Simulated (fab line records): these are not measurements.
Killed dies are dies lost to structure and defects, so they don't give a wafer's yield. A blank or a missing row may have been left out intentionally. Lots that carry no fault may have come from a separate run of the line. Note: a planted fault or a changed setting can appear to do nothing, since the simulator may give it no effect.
Problem report, 8D (eight disciplines) form, completed by code + flow n5 finfet + the parts of the form that need people (team, actions taken, sign-off) are left out

## 1. WHAT IS WRONG
Mean of killed_at_M4_up at N5_PASSIVATION_PROBE_49: 105 over 2 wafers from 1 lot, against 14 (standard deviation 5.2) on wafers with no fault. That puts it +18 standard deviations away from the usual mean.
First seen on wafer L667.3, day 16 09:37, on prober-02. The record holds 2 wafers of 1 lot with a number at this step. Rule for "out" (also "out of limits"): further than 4 standard deviations from the usual mean. The rest of the wafers with a number are treated as sound.

## 2. WHAT IT IS, AND WHAT IT ISN'T
| question                    | is                                                         | is not                                                                                                                    |
|-----------------------------|------------------------------------------------------------|---------------------------------------------------------------------------------------------------------------------------|
| which readings at this step | killed_at_M4_up, defect limited yield, sort_bin_5_function | killed_at_M0_to_M3, killed at contacts, killed at front end, killed at other, killed open, killed short, sort_bin_8_speed |
| which lots                  | L667                                                       | -                                                                                                                         |
| which wafers of those lots  | all that have a number                                     | -                                                                                                                         |
| read on which tools         | prober-02                                                  | -                                                                                                                         |
| when                        | from day 16 09:37                                          | up to then (0 sound wafers)                                                                                               |

## 3. SUSPECTS, AND WHAT RULES EACH OUT
Counting: a tool at a process step up to the reading stays a suspect if it ran every lot that is out and no sound lot after the first of them.
- pvd sputter-03 at N5_BEOL_M10_DEGAS_44 (time 60 s): kept. It ran the lot that is out, L667 (day 14 10:59), and no sound lot after that.
- pvd sputter-03 at N5_BEOL_M10_PRE_CLEAN_45 (time 30 s): kept. It ran the lot that is out, L667 (day 14 11:02), and no sound lot after that.
- cvd co-02 at N5_BEOL_M10_CVD_75 (deposits Co from CCTBA/H2, target thk 2 nm, time 138.9 s): kept. It ran the lot that is out, L667 (day 14 11:34), and no sound lot after that.
- cmp-01 at N5_BEOL_M10_CMP_52 (polishes, stops on SiCOH lowk, t overpolish 7 s, target thk 140 nm): kept. It ran the lot that is out, L667 (day 14 12:40), and no sound lot after that.
- pvd sputter-03 at N5_BEOL_M11_HM_DEP_02 (deposits TiN, target thk 20 nm): kept. It ran the lot that is out, L667 (day 14 14:33), and no sound lot after that.
- rie diel-06 at N5_BEOL_M11_DESCUM_16 (chemistry O2, time 7.9 s): kept. It ran the lot that is out, L667 (day 14 15:02), and no sound lot after that.
- prober-02 at N5_PASSIVATION_PROBE_49: kept. It ran the lot that is out, L667 (day 16 09:37), and no sound lot after that. Out on those wafers are its own readings of defect limited yield, killed_at_M4_up, sort_bin_5_function.
Left after counting: pvd sputter-03 at N5_BEOL_M10_DEGAS_44, pvd sputter-03 at N5_BEOL_M10_PRE_CLEAN_45, cvd co-02 at N5_BEOL_M10_CVD_75, cmp-01 at N5_BEOL_M10_CMP_52, pvd sputter-03 at N5_BEOL_M11_HM_DEP_02, rie diel-06 at N5_BEOL_M11_DESCUM_16, prober-02 at N5_PASSIVATION_PROBE_49.

## 4. THE CAUSE (what the simulator had put in)
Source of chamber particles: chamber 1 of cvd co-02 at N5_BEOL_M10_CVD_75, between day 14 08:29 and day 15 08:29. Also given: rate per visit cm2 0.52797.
Of the 7 suspects that counting leaves, this tool is one.

## 5. SEQUENCE OF EFFECTS, ordered by route
Rows list readings where the struck wafers' mean (over those with a number) sits beyond 3 standard deviations from the usual. Only readings for which the record gives a usual standard deviation are gone through. hours: the time from each lot's start at the first step in this table that gives one to its start at this step, as a median over the lots. sigmas: the change in usual standard deviations.
| hours | step                    | reading              | usual  | on struck wafers | change | sigmas |
|-------|-------------------------|----------------------|--------|------------------|--------|--------|
| 0     | N5_PASSIVATION_PROBE_49 | defect limited yield | 91.4 % | 84.6             | -6.8   | -4.9   |
| 0     | N5_PASSIVATION_PROBE_49 | killed_at_M4_up      | 14     | 105              | +91    | +18    |
| 0     | N5_PASSIVATION_PROBE_49 | killed dies          | 102    | 182              | +80    | +4.7   |
| 0     | N5_PASSIVATION_PROBE_49 | sort_bin_5_function  | 5.1 %  | 9.6              | +4.5   | +4.5   |
| 0     | N5_PASSIVATION_PROBE_49 | sort n pass          | 1076   | 998              | -78    | -4.1   |
| 0     | N5_PASSIVATION_PROBE_49 | sort yield pct       | 91.2 % | 84.6             | -6.6   | -4.1   |
It contains these process steps:
- N5_PASSIVATION_PROBE_49

## 6. HOW IT WOULD HAVE BEEN CAUGHT EARLIER
In this record the first reading out of limits was taken at day 16 09:37, 49 hours after the fault began at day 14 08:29.
By day 16 09:37 the whole set of lots that are out, 1 in number, had already begun N5_BEOL_M10_CVD_75 on cvd co-02. A hold on the tool at that time would have spared none of them.
